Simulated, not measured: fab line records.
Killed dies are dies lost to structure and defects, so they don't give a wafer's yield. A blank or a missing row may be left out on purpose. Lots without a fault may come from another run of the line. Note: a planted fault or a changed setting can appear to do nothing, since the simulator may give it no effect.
The tool behind it: which one? / flow n5 finfet / 72 wafers from 24 lots sampled at 4 of the route's 1938 steps

== WHAT EACH GAUGE READ, for each wafer ==
N5_GATE_CUT_INSPECT_15: inspects for defects (brightfield). Usual: raw defect count at 134, with a standard deviation of 43.
lot=L074; measured=day 4 11:17; on=defect inspect-01; raw defect count=199 220 109; flag=
lot=L075; measured=day 4 21:02; on=defect inspect-01; raw defect count=111 102 182; flag=
lot=L076; measured=day 5 02:44; on=defect inspect-01; raw defect count=146 156 61; flag=
lot=L077; measured=day 5 07:04; on=defect inspect-01; raw defect count=156 193 188; flag=
lot=L078; measured=day 5 09:14; on=defect inspect-01; raw defect count=147 168 141; flag=
lot=L079; measured=day 5 19:49; on=defect inspect-02; raw defect count=157 109 126; flag=
lot=L080; measured=day 5 22:49; on=defect inspect-02; raw defect count=159 238 159; flag=
lot=L081; measured=day 6 07:07; on=defect inspect-02; raw defect count=98 90 147; flag=
lot=L082; measured=day 6 13:28; on=defect inspect-01; raw defect count=83 84 106; flag=
lot=L083; measured=day 6 18:43; on=defect inspect-02; raw defect count=100 161 76; flag=
lot=L084; measured=day 6 23:12; on=defect inspect-02; raw defect count=168 192 175; flag=
lot=L085; measured=day 7 22:23; on=defect inspect-02; raw defect count=74 61 102; flag=
lot=L086; measured=day 7 23:08; on=defect inspect-01; raw defect count=124 85 95; flag=
lot=L087; measured=day 7 23:19; on=defect inspect-02; raw defect count=143 165 130; flag=
lot=L088; measured=day 8 00:43; on=defect inspect-02; raw defect count=80 104 104; flag=
lot=L089; measured=day 8 08:58; on=defect inspect-02; raw defect count=203 170 303; flag=
lot=L090; measured=day 8 09:37; on=defect inspect-01; raw defect count=81 103 123; flag=
lot=L091; measured=day 9 20:47; on=defect inspect-01; raw defect count=74 97 101; flag=
lot=L092; measured=day 9 20:52; on=defect inspect-01; raw defect count=139 122 194; flag=
lot=L093; measured=day 9 20:58; on=defect inspect-02; raw defect count=168 200 142; flag=
lot=L096; measured=day 11 10:49; on=defect inspect-01; raw defect count=195 91 116; flag=
lot=L095; measured=day 11 11:49; on=defect inspect-01; raw defect count=114 153 156; flag=
lot=L094; measured=day 11 13:17; on=defect inspect-01; raw defect count=131 104 123; flag=
lot=L097; measured=day 11 13:59; on=defect inspect-01; raw defect count=143 126 138; flag=

N5_GATE_CUT_THK_MEAS_24. Usual: GC_FILL_THK typically reads 219.3 nm, with standard deviation 2.
lot=L074; measured=day 4 14:00; on=film metro-01; GC_FILL_THK (nm)=216.2 218.6 219.5; flag=
lot=L075; measured=day 4 23:54; on=film metro-02; GC_FILL_THK (nm)=219.9 216.7 219.0; flag=
lot=L076; measured=day 5 06:34; on=film metro-02; GC_FILL_THK (nm)=214.8 217.5 220.4; flag=
lot=L077; measured=day 5 10:07; on=film metro-02; GC_FILL_THK (nm)=218.5 219.6 219.1; flag=
lot=L078; measured=day 5 11:54; on=film metro-01; GC_FILL_THK (nm)=217.6 217.7 221.6; flag=
lot=L079; measured=day 5 23:11; on=film metro-02; GC_FILL_THK (nm)=218.0 219.3 220.8; flag=
lot=L080; measured=day 6 01:29; on=film metro-02; GC_FILL_THK (nm)=218.9 225.2 221.8; flag=
lot=L081; measured=day 6 09:46; on=film metro-01; GC_FILL_THK (nm)=216.2 218.9 222.1; flag=
lot=L082; measured=day 6 16:07; on=film metro-02; GC_FILL_THK (nm)=220.8 221.4 221.9; flag=
lot=L083; measured=day 6 21:22; on=film metro-02; GC_FILL_THK (nm)=217.9 218.7 219.3; flag=
lot=L084; measured=day 7 01:57; on=film metro-01; GC_FILL_THK (nm)=219.2 218.0 222.6; flag=
lot=L085; measured=day 8 01:49; on=film metro-01; GC_FILL_THK (nm)=217.6 216.7 217.2; flag=
lot=L086; measured=day 8 03:40; on=film metro-01; GC_FILL_THK (nm)=219.3 220.8 220.8; flag=
lot=L087; measured=day 8 05:08; on=film metro-01; GC_FILL_THK (nm)=217.0 218.2 218.7; flag=
lot=L088; measured=day 8 06:16; on=film metro-01; GC_FILL_THK (nm)=216.2 218.6 218.0; flag=
lot=L089; measured=day 8 11:37; on=film metro-01; GC_FILL_THK (nm)=218.2 222.6 219.7; flag=
lot=L090; measured=day 8 13:04; on=film metro-02; GC_FILL_THK (nm)=218.3 219.8 223.3; flag=
lot=L091; measured=day 10 00:42; on=film metro-02; GC_FILL_THK (nm)=219.9 222.6 222.2; flag=
lot=L092; measured=day 10 01:25; on=film metro-02; GC_FILL_THK (nm)=220.6 218.7 220.7; flag=
lot=L093; measured=day 10 01:41; on=film metro-02; GC_FILL_THK (nm)=219.2 219.0 218.9; flag=
lot=L096; measured=day 11 15:18; on=film metro-02; GC_FILL_THK (nm)=214.3 214.7 218.3; flag=
lot=L095; measured=day 11 15:28; on=film metro-02; GC_FILL_THK (nm)=218.8 217.0 219.7; flag=
lot=L094; measured=day 11 16:56; on=film metro-02; GC_FILL_THK (nm)=216.4 220.5 219.7; flag=
lot=L097; measured=day 11 17:36; on=film metro-02; GC_FILL_THK (nm)=219.0 218.9 221.3; flag=

== WHAT TOOL EACH LOT RAN ON (gives the tool, then ch and the chambers of the sampled wafers, and finally the start) ==
lot=L074; N5_GATE_CUT_HM_DEP_46=pecvd-04 ch 1,2, day 4 10:51; N5_GATE_CUT_CUT_ETCH_54=rie metal-02 ch 0,1, day 4 11:46
lot=L075; N5_GATE_CUT_HM_DEP_46=pecvd-04 ch 0,1, day 4 20:37; N5_GATE_CUT_CUT_ETCH_54=rie metal-02 ch 0,1, day 4 21:44
lot=L076; N5_GATE_CUT_HM_DEP_46=pecvd-02 ch 0,2, day 5 02:11; N5_GATE_CUT_CUT_ETCH_54=rie metal-01 ch 0, day 5 03:17
lot=L077; N5_GATE_CUT_HM_DEP_46=pecvd-02 ch 0,2, day 5 06:38; N5_GATE_CUT_CUT_ETCH_54=rie metal-01 ch 0,1, day 5 07:34
lot=L078; N5_GATE_CUT_HM_DEP_46=pecvd-04 ch 0,1,2, day 5 08:49; N5_GATE_CUT_CUT_ETCH_54=rie metal-02 ch 0,1, day 5 09:44
lot=L079; N5_GATE_CUT_HM_DEP_46=pecvd-04 ch 0,1,2, day 5 19:16; N5_GATE_CUT_CUT_ETCH_54=rie metal-02 ch 0,1, day 5 20:19
lot=L080; N5_GATE_CUT_HM_DEP_46=pecvd-04 ch 0,1,2, day 5 22:16; N5_GATE_CUT_CUT_ETCH_54=rie metal-03 ch 0,1, day 5 23:19
lot=L081; N5_GATE_CUT_HM_DEP_46=pecvd-04 ch 0,2, day 6 06:41; N5_GATE_CUT_CUT_ETCH_54=rie metal-02 ch 0,1, day 6 07:36
lot=L082; N5_GATE_CUT_HM_DEP_46=pecvd-01 ch 0,1,2, day 6 12:55; N5_GATE_CUT_CUT_ETCH_54=rie metal-02 ch 0,1, day 6 13:58
lot=L083; N5_GATE_CUT_HM_DEP_46=pecvd-02 ch 0,2, day 6 18:08; N5_GATE_CUT_CUT_ETCH_54=rie metal-03 ch 0,1, day 6 19:11
lot=L084; N5_GATE_CUT_HM_DEP_46=pecvd-01 ch 0,1,2, day 6 22:46; N5_GATE_CUT_CUT_ETCH_54=rie metal-02 ch 0,1, day 6 23:47
lot=L085; N5_GATE_CUT_HM_DEP_46=pecvd-04 ch 1,2, day 7 05:18; N5_GATE_CUT_CUT_ETCH_54=rie metal-02 ch 0,1, day 7 23:38
lot=L086; N5_GATE_CUT_HM_DEP_46=pecvd-04 ch 0,1, day 7 16:08; N5_GATE_CUT_CUT_ETCH_54=rie metal-01 ch 0,1, day 8 01:31
lot=L087; N5_GATE_CUT_HM_DEP_46=pecvd-02 ch 0, day 7 18:31; N5_GATE_CUT_CUT_ETCH_54=rie metal-02 ch 0,1, day 8 01:53
lot=L088; N5_GATE_CUT_HM_DEP_46=pecvd-02 ch 0,2, day 8 00:16; N5_GATE_CUT_CUT_ETCH_54=rie metal-01 ch 1, day 8 04:05
lot=L089; N5_GATE_CUT_HM_DEP_46=pecvd-02 ch 0, day 8 08:31; N5_GATE_CUT_CUT_ETCH_54=rie metal-02 ch 0,1, day 8 09:26
lot=L090; N5_GATE_CUT_HM_DEP_46=pecvd-04 ch 0,1,2, day 8 09:11; N5_GATE_CUT_CUT_ETCH_54=rie metal-03 ch 0,1, day 8 10:06
lot=L091; N5_GATE_CUT_HM_DEP_46=pecvd-02 ch 0,2, day 9 13:50; N5_GATE_CUT_CUT_ETCH_54=rie metal-02 ch 1, day 9 22:32
lot=L092; N5_GATE_CUT_HM_DEP_46=pecvd-02 ch 0,2, day 9 14:32; N5_GATE_CUT_CUT_ETCH_54=rie metal-01 ch 0,1, day 9 22:54
lot=L093; N5_GATE_CUT_HM_DEP_46=pecvd-01 ch 0,1,2, day 9 15:30; N5_GATE_CUT_CUT_ETCH_54=rie metal-02 ch 0,1, day 9 23:24
lot=L096; N5_GATE_CUT_HM_DEP_46=pecvd-04 ch 0,1,2, day 11 10:16; N5_GATE_CUT_CUT_ETCH_54=rie metal-02 ch 0,1, day 11 11:19
lot=L095; N5_GATE_CUT_HM_DEP_46=pecvd-04 ch 0,1,2, day 11 11:17; N5_GATE_CUT_CUT_ETCH_54=rie metal-01 ch 0,1, day 11 12:19
lot=L094; N5_GATE_CUT_HM_DEP_46=pecvd-01 ch 0,2, day 11 12:44; N5_GATE_CUT_CUT_ETCH_54=rie metal-01 ch 0,1, day 11 13:47
lot=L097; N5_GATE_CUT_HM_DEP_46=pecvd-02 ch 0,1,2, day 11 13:34; N5_GATE_CUT_CUT_ETCH_54=rie metal-01 ch 0,1, day 11 14:56
- N5_GATE_CUT_HM_DEP_46: deposits SiO2 from TEOS/O2, target thk 130 nm, time 26.6 s.
- N5_GATE_CUT_CUT_ETCH_54: etches TiN in Cl2/BCl3, target depth 96.7 nm.

== WHAT THE TOOLS THEMSELVES READ (means of the sampled wafers that have a number; where no wafer has one, the mark that the record gives instead) ==
N5_GATE_CUT_HM_DEP_46. Usual: heater power outer w 287 W, standard deviation 64; heater power w 528 W, standard deviation 84; showerhead plenum p Torr 8.37 Torr, standard deviation 0.058; throttle valve pct 18.6 %, standard deviation 1.1.
lot=L074; tool=pecvd-04; heater power outer w (W)=327; heater power w (W)=586; showerhead plenum p Torr (Torr)=8.39; throttle valve pct (%)=19.5; flag=
lot=L075; tool=pecvd-04; heater power outer w (W)=247; heater power w (W)=498; showerhead plenum p Torr (Torr)=8.41; throttle valve pct (%)=19.5; flag=
lot=L076; tool=pecvd-02; heater power outer w (W)=206; heater power w (W)=402; showerhead plenum p Torr (Torr)=8.39; throttle valve pct (%)=17.7; flag=
lot=L077; tool=pecvd-02; heater power outer w (W)=250; heater power w (W)=463; showerhead plenum p Torr (Torr)=8.35; throttle valve pct (%)=17.4; flag=
lot=L078; tool=pecvd-04; heater power outer w (W)=297; heater power w (W)=552; showerhead plenum p Torr (Torr)=8.38; throttle valve pct (%)=19.1; flag=
lot=L079; tool=pecvd-04; heater power outer w (W)=302; heater power w (W)=551; showerhead plenum p Torr (Torr)=8.41; throttle valve pct (%)=18.9; flag=
lot=L080; tool=pecvd-04; heater power outer w (W)=300; heater power w (W)=553; showerhead plenum p Torr (Torr)=8.40; throttle valve pct (%)=19.1; flag=
lot=L081; tool=pecvd-04; heater power outer w (W)=239; heater power w (W)=465; showerhead plenum p Torr (Torr)=8.44; throttle valve pct (%)=18.5; flag=
lot=L082; tool=pecvd-01; heater power outer w (W)=297; heater power w (W)=583; showerhead plenum p Torr (Torr)=8.30; throttle valve pct (%)=18.7; flag=
lot=L083; tool=pecvd-02; heater power outer w (W)=263; heater power w (W)=490; showerhead plenum p Torr (Torr)=8.40; throttle valve pct (%)=17.9; flag=
lot=L084; tool=pecvd-01; heater power outer w (W)=294; heater power w (W)=584; showerhead plenum p Torr (Torr)=8.30; throttle valve pct (%)=18.7; flag=
lot=L085; tool=pecvd-04; heater power outer w (W)=320; heater power w (W)=558; showerhead plenum p Torr (Torr)=8.37; throttle valve pct (%)=18.6; flag=
lot=L086; tool=pecvd-04; heater power outer w (W)=298; heater power w (W)=562; showerhead plenum p Torr (Torr)=8.43; throttle valve pct (%)=19.6; flag=
lot=L087; tool=pecvd-02; heater power outer w (W)=217; heater power w (W)=417; showerhead plenum p Torr (Torr)=8.42; throttle valve pct (%)=18.2; flag=
lot=L088; tool=pecvd-02; heater power outer w (W)=271; heater power w (W)=488; showerhead plenum p Torr (Torr)=8.40; throttle valve pct (%)=18.0; flag=
lot=L089; tool=pecvd-02; heater power outer w (W)=200; heater power w (W)=403; showerhead plenum p Torr (Torr)=8.43; throttle valve pct (%)=18.1; flag=
lot=L090; tool=pecvd-04; heater power outer w (W)=278; heater power w (W)=522; showerhead plenum p Torr (Torr)=8.40; throttle valve pct (%)=19.1; flag=
lot=L091; tool=pecvd-02; heater power outer w (W)=257; heater power w (W)=468; showerhead plenum p Torr (Torr)=8.40; throttle valve pct (%)=18.0; flag=
lot=L092; tool=pecvd-02; heater power outer w (W)=254; heater power w (W)=473; showerhead plenum p Torr (Torr)=8.34; throttle valve pct (%)=17.5; flag=
lot=L093; tool=pecvd-01; heater power outer w (W)=292; heater power w (W)=581; showerhead plenum p Torr (Torr)=8.30; throttle valve pct (%)=18.7; flag=
lot=L096; tool=pecvd-04; heater power outer w (W)=295; heater power w (W)=541; showerhead plenum p Torr (Torr)=8.41; throttle valve pct (%)=19.2; flag=
lot=L095; tool=pecvd-04; heater power outer w (W)=268; heater power w (W)=509; showerhead plenum p Torr (Torr)=8.40; throttle valve pct (%)=19.1; flag=
lot=L094; tool=pecvd-01; heater power outer w (W)=355; heater power w (W)=652; showerhead plenum p Torr (Torr)=8.32; throttle valve pct (%)=19.3; flag=
lot=L097; tool=pecvd-02; heater power outer w (W)=304; heater power w (W)=508; showerhead plenum p Torr (Torr)=8.37; throttle valve pct (%)=18.1; flag=

N5_GATE_CUT_CUT_ETCH_54. Usual: drypump motor current A 6.0 A, standard deviation 0.44; etch rf on time s 36.4 s, standard deviation 0.54; mfc ar sccm 24.99 sccm, standard deviation 0.074; oes product au 0.69 a.u., standard deviation 0.11; throttle valve pct 22.22 %, standard deviation 0.19.
lot=L074; tool=rie metal-02; drypump motor current A (A)=5.9; etch rf on time s (s)=36.1; mfc ar sccm (sccm)=24.98; oes product au (a.u.)=0.73; throttle valve pct (%)=22.37; flag=
lot=L075; tool=rie metal-02; drypump motor current A (A)=5.9; etch rf on time s (s)=36.8; mfc ar sccm (sccm)=24.98; oes product au (a.u.)=0.72; throttle valve pct (%)=22.38; flag=
lot=L076; tool=rie metal-01; drypump motor current A (A)=6.8; etch rf on time s (s)=36.6; mfc ar sccm (sccm)=24.96; oes product au (a.u.)=0.53; throttle valve pct (%)=22.42; flag=
lot=L077; tool=rie metal-01; drypump motor current A (A)=6.6; etch rf on time s (s)=36.4; mfc ar sccm (sccm)=24.99; oes product au (a.u.)=0.60; throttle valve pct (%)=22.26; flag=
lot=L078; tool=rie metal-02; drypump motor current A (A)=5.9; etch rf on time s (s)=36.1; mfc ar sccm (sccm)=24.92; oes product au (a.u.)=0.73; throttle valve pct (%)=22.37; flag=
lot=L079; tool=rie metal-02; drypump motor current A (A)=5.8; etch rf on time s (s)=36.4; mfc ar sccm (sccm)=25.10; oes product au (a.u.)=0.65; throttle valve pct (%)=22.28; flag=
lot=L080; tool=rie metal-03; drypump motor current A (A)=5.4; etch rf on time s (s)=36.3; mfc ar sccm (sccm)=24.96; oes product au (a.u.)=0.69; throttle valve pct (%)=21.98; flag=
lot=L081; tool=rie metal-02; drypump motor current A (A)=5.8; etch rf on time s (s)=36.9; mfc ar sccm (sccm)=25.01; oes product au (a.u.)=0.65; throttle valve pct (%)=22.28; flag=
lot=L082; tool=rie metal-02; drypump motor current A (A)=5.9; etch rf on time s (s)=36.6; mfc ar sccm (sccm)=25.04; oes product au (a.u.)=0.71; throttle valve pct (%)=22.38; flag=
lot=L083; tool=rie metal-03; drypump motor current A (A)=5.6; etch rf on time s (s)=36.1; mfc ar sccm (sccm)=24.95; oes product au (a.u.)=0.63; throttle valve pct (%)=22.01; flag=
lot=L084; tool=rie metal-02; drypump motor current A (A)=5.8; etch rf on time s (s)=36.9; mfc ar sccm (sccm)=24.98; oes product au (a.u.)=0.64; throttle valve pct (%)=22.29; flag=
lot=L085; tool=rie metal-02; drypump motor current A (A)=5.9; etch rf on time s (s)=36.4; mfc ar sccm (sccm)=25.02; oes product au (a.u.)=0.71; throttle valve pct (%)=22.38; flag=
lot=L086; tool=rie metal-01; drypump motor current A (A)=6.3; etch rf on time s (s)=36.2; mfc ar sccm (sccm)=25.00; oes product au (a.u.)=0.78; throttle valve pct (%)=22.01; flag=
lot=L087; tool=rie metal-02; drypump motor current A (A)=5.9; etch rf on time s (s)=36.2; mfc ar sccm (sccm)=24.99; oes product au (a.u.)=0.71; throttle valve pct (%)=22.38; flag=
lot=L088; tool=rie metal-01; drypump motor current A (A)=6.1; etch rf on time s (s)=36.1; mfc ar sccm (sccm)=24.94; oes product au (a.u.)=0.72; throttle valve pct (%)=21.93; flag=
lot=L089; tool=rie metal-02; drypump motor current A (A)=5.7; etch rf on time s (s)=36.9; mfc ar sccm (sccm)=25.13; oes product au (a.u.)=0.64; throttle valve pct (%)=22.30; flag=
lot=L090; tool=rie metal-03; drypump motor current A (A)=5.4; etch rf on time s (s)=36.3; mfc ar sccm (sccm)=25.03; oes product au (a.u.)=0.68; throttle valve pct (%)=22.00; flag=
lot=L091; tool=rie metal-02; drypump motor current A (A)=6.0; etch rf on time s (s)=36.5; mfc ar sccm (sccm)=25.03; oes product au (a.u.)=0.76; throttle valve pct (%)=22.48; flag=
lot=L092; tool=rie metal-01; drypump motor current A (A)=6.3; etch rf on time s (s)=36.1; mfc ar sccm (sccm)=25.01; oes product au (a.u.)=0.76; throttle valve pct (%)=22.00; flag=
lot=L093; tool=rie metal-02; drypump motor current A (A)=5.9; etch rf on time s (s)=36.6; mfc ar sccm (sccm)=24.99; oes product au (a.u.)=0.70; throttle valve pct (%)=22.39; flag=
lot=L096; tool=rie metal-02; drypump motor current A (A)=5.9; etch rf on time s (s)=36.5; mfc ar sccm (sccm)=25.04; oes product au (a.u.)=0.69; throttle valve pct (%)=22.40; flag=
lot=L095; tool=rie metal-01; drypump motor current A (A)=6.4; etch rf on time s (s)=36.0; mfc ar sccm (sccm)=25.04; oes product au (a.u.)=0.75; throttle valve pct (%)=22.01; flag=
lot=L094; tool=rie metal-01; drypump motor current A (A)=6.4; etch rf on time s (s)=36.3; mfc ar sccm (sccm)=25.00; oes product au (a.u.)=0.75; throttle valve pct (%)=22.02; flag=
lot=L097; tool=rie metal-01; drypump motor current A (A)=6.5; etch rf on time s (s)=36.0; mfc ar sccm (sccm)=24.94; oes product au (a.u.)=0.79; throttle valve pct (%)=22.08; flag=

== THE ANSWER, worked out from the rows above alone ==
Rule: take the mean of a lot's wafers that have a number; if it is more than 3 standard deviations from the usual mean, the lot is off. A lot without any number at a reading at which 4 lots or more have one is off too. The other lots that the step has rows for count as sound. The gauges are gone through in route order, then the tools' own readings, and for those a lot's mean is taken as printed above. The first step at which some lot is off is used, and at that step the reading that is off furthest; a lot without a number counts as furthest.
No lot is off on any of the readings shown, so nothing can be concluded from this.

== WHAT WAS PUT IN BY THE SIMULATOR ==
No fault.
